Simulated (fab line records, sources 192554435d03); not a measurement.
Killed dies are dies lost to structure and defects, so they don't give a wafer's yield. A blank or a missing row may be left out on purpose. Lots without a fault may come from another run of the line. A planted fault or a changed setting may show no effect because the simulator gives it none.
Split-lot experiment | flow n5_finfet | 7 lots, 21 wafers read, on a route of 1938 steps

THE SPLIT
At N5_GATE_CUT_ETCH_58 (etches SiNx in CH3F/O2, target depth 17 nm, time 128.6 s), the setting bias_w was moved away from the recipe's 21 W on 7 of the 21 wafers read, by -15.1% to +17.3%. The other wafers ran this setting at the recipe's value.

The reading is taken at the split's own step.

THE READING
rf_vpp_V, in V, at N5_GATE_CUT_ETCH_58 (etches SiNx in CH3F/O2, target depth 17 nm, time 128.6 s). Fault-free wafers of this fab line usually give 99.2 V, standard deviation 0.98 V.

wafer  | tool, chamber at the split | bias_w as run, W | against the recipe | rf_vpp_V, V | against lot-mates on the recipe
L074.1 | rie_diel-05, 1             | 19.9             | -5.2%              | 95.4        | -4.9
L074.3 | rie_diel-05, 2             | 21               | recipe             | 100.3       | -
L074.5 | rie_diel-05, 0             | 19.9             | -5.2%              | 95.5        | -4.8
L077.1 | rie_diel-05, 2             | 21               | recipe             | 98.7        | -
L077.3 | rie_diel-05, 0             | 18.18            | -13.4%             | 92.4        | -6.3
L077.6 | rie_diel-05, 1             | 18.18            | -13.4%             | 90.7        | -8.0
L079.1 | rie_diel-02, 3             | 21               | recipe             | 98.9        | -
L079.3 | rie_diel-02, 2             | 21               | recipe             | 98.3        | -
L079.6 | rie_diel-02, 1             | 21               | recipe             | 100.1       | -
L083.1 | rie_diel-03, 3             | 24.64            | +17.3%             | 112.0       | +13.2
L083.5 | rie_diel-03, 2             | 21               | recipe             | 98.9        | -
L083.6 | rie_diel-03, 3             | 21               | recipe             | 98.6        | -
L086.1 | rie_diel-05, 2             | 21               | recipe             | 97.9        | -
L086.2 | rie_diel-05, 1             | 21               | recipe             | 101.1       | -
L086.3 | rie_diel-05, 0             | 21               | recipe             | 100.7       | -
L087.1 | rie_diel-03, 1             | 21               | recipe             | 100.6       | -
L087.5 | rie_diel-03, 1             | 21               | recipe             | 99.0        | -
L087.6 | rie_diel-03, 2             | 21               | recipe             | 101.1       | -
L095.1 | rie_diel-05, 2             | 21               | recipe             | 99.3        | -
L095.3 | rie_diel-05, 0             | 17.83            | -15.1%             | 90.3        | -9.0
L095.4 | rie_diel-05, 1             | 17.83            | -15.1%             | 89.8        | -9.5

THE FIT
A straight line over all 21 wafers: rf_vpp_V changes by +0.653 V for each +1% of bias_w; r = +0.98; the points scatter about the line by 1 V.
The same after taking each lot's own level away (the mean of its wafers on the recipe; 21 wafers): +0.648 V for each +1%; r = +0.97; scatter 1.1 V.
On that fit, the largest move of bias_w shifts the reading by 11 V.
The lots' own levels span 98.70 to 100.30 V, that is 1.6 times the standard deviation above.
So the lot-to-lot level changes the slope little: the two slopes agree.
Check: with one of the wafers moved furthest among these (+17.3%) left out of the fit, the line predicts +10.1 V for it against its lot-mates. It came out at +13.2 V against them.
Tool readings at the split's step, against how far the setting was moved: rf_vpp_V r = +0.98.

OTHER SPLITS ON THESE WAFERS
These wafers also went through other splits before the reading. Each is held against what the fit with the lots' levels taken away leaves over:
other split on the same wafers | wafers away from the commonest value | r with rf_vpp_V (lot level and that fit taken away)
N5_SD_ACTIVATION_LSA_01 temp_c | 11                                   | -0.39
N5_HKMG_FIN_DESCUM_53 time_s   | 7                                    | +0.26
N5_HKMG_FIN_ETCH_54 source_w   | 5                                    | +0.24

THE WHOLE CHAIN: every reading that the file lists as answering this split, in the file's order
step                | what it does                                             | reading                                                        | change (the file's fit)                | r (the file's)
N5_GATE_CUT_ETCH_58 | etches SiNx in CH3F/O2, target depth 17 nm, time 128.6 s | rf_vpp_V                                                       | +0.666 V for each +1% of the setting   | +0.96
N5_GATE_CUT_ETCH_58 | etches SiNx in CH3F/O2, target depth 17 nm, time 128.6 s | etch.depth_nm (the simulator's own value, which no gauge read) | +0.0878 nm for each +1% of the setting | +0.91

THE FILE'S OWN FIT
rf_vpp_V changes by +0.666 V for each +1% of bias_w, r = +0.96.
